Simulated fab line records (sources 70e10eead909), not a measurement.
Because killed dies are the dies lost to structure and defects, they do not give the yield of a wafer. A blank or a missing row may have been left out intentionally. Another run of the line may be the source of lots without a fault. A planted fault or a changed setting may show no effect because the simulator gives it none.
Chamber matching | flow nandHarc | NHARC_P_M1_DESCUM_14 on rieDiel-01: 4 sister chambers
The step chemistry O2, time 3 s. 16 wafers are shown with their chamber, then 8 later ones without.

EACH WAFER AND ITS CHAMBER
wafer  | chamber | drypumpMotorCurrentA (A) | oesProductAu (a.u.) | throttleValvePct (%)
L075.2 | 2       | 5.3                      | 0.993               | 11.297
L075.4 | 1       | 5.6                      | 1.013               | 11.299
L075.5 | 2       | 5.3                      | 0.992               | 11.296
L081.3 | 1       | 5.6                      | 1.003               | 11.288
L081.5 | 1       | 5.6                      | 1.002               | 11.320
L081.6 | 0       | 6.3                      | 1.022               | 11.317
L084.1 | 1       | 5.5                      | 0.999               | 11.315
L084.2 | 3       | 5.3                      | 1.022               | 11.305
L084.6 | 3       | 5.3                      | 1.007               | 11.303
L089.1 | 3       | 5.3                      | 1.018               | 11.321
L089.2 | 0       | 6.3                      | 1.037               | 11.319
L089.3 | 1       | 5.5                      | 0.997               | 11.309
L089.4 | 2       | 5.3                      | 0.989               | 11.307
L089.5 | 2       | 5.3                      | 0.990               | 11.295
L089.6 | 1       | 5.5                      | 0.999               | 11.304
L090.2 | 1       | 5.5                      | 0.998               | 11.311

SIGNATURES (averages over the wafers above)
reading              | chamber 0 | chamber 1 | chamber 2 | chamber 3 | scatter within a chamber
drypumpMotorCurrentA | 6.300     | 5.543     | 5.300     | 5.300     | 0.0378
oesProductAu         | 1.02950   | 1.00157   | 0.99100   | 1.01567   | 0.00594
throttleValvePct     | 11.31800  | 11.30657  | 11.29875  | 11.30967  | 0.00901
Rule: a wafer lies at a distance from a chamber equal to the root of the sum of squares, over the readings, of (its reading less the chamber's mean, divided by the reading's scatter). If the next closest chamber is less than 2 further off than the closest, the wafer can't be placed; otherwise it belongs to the closest. How the scatter is found: for the shown wafers, subtract from each reading the mean of its chamber, square and add these, divide the total by (wafers less chambers), then take the root.

WAFERS WITH NO CHAMBER GIVEN
wafer  | drypumpMotorCurrentA (A) | oesProductAu (a.u.) | throttleValvePct (%)
L090.5 | 5.3                      | 1.004               | 11.300
L090.6 | 6.3                      | 1.027               | 11.309
L093.2 | 5.5                      | 0.981               | 11.303
L093.4 | 6.3                      | 1.016               | 11.283
L093.5 | 6.3                      | 1.016               | 11.284
L093.1 | 5.3                      | 1.001               | 11.317
L093.3 | 5.3                      | 0.979               | 11.320
L093.6 | 5.6                      | 0.994               | 11.321

THE CHAMBER EACH PASSED THROUGH
wafer  | from the rows above     | in truth
L090.5 | can't be placed: 2 or 3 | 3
L090.6 | 0                       | 0
L093.2 | can't be placed: 1 or 2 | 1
L093.4 | 0                       | 0
L093.5 | 0                       | 0
L093.1 | can't be placed: 3 or 2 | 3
L093.3 | 2                       | 2
L093.6 | 1                       | 1
Correctly placed: 5 of 8. Unplaceable from these rows: 3, with the true chamber sitting among the candidates in 3. 0 placed wrongly.
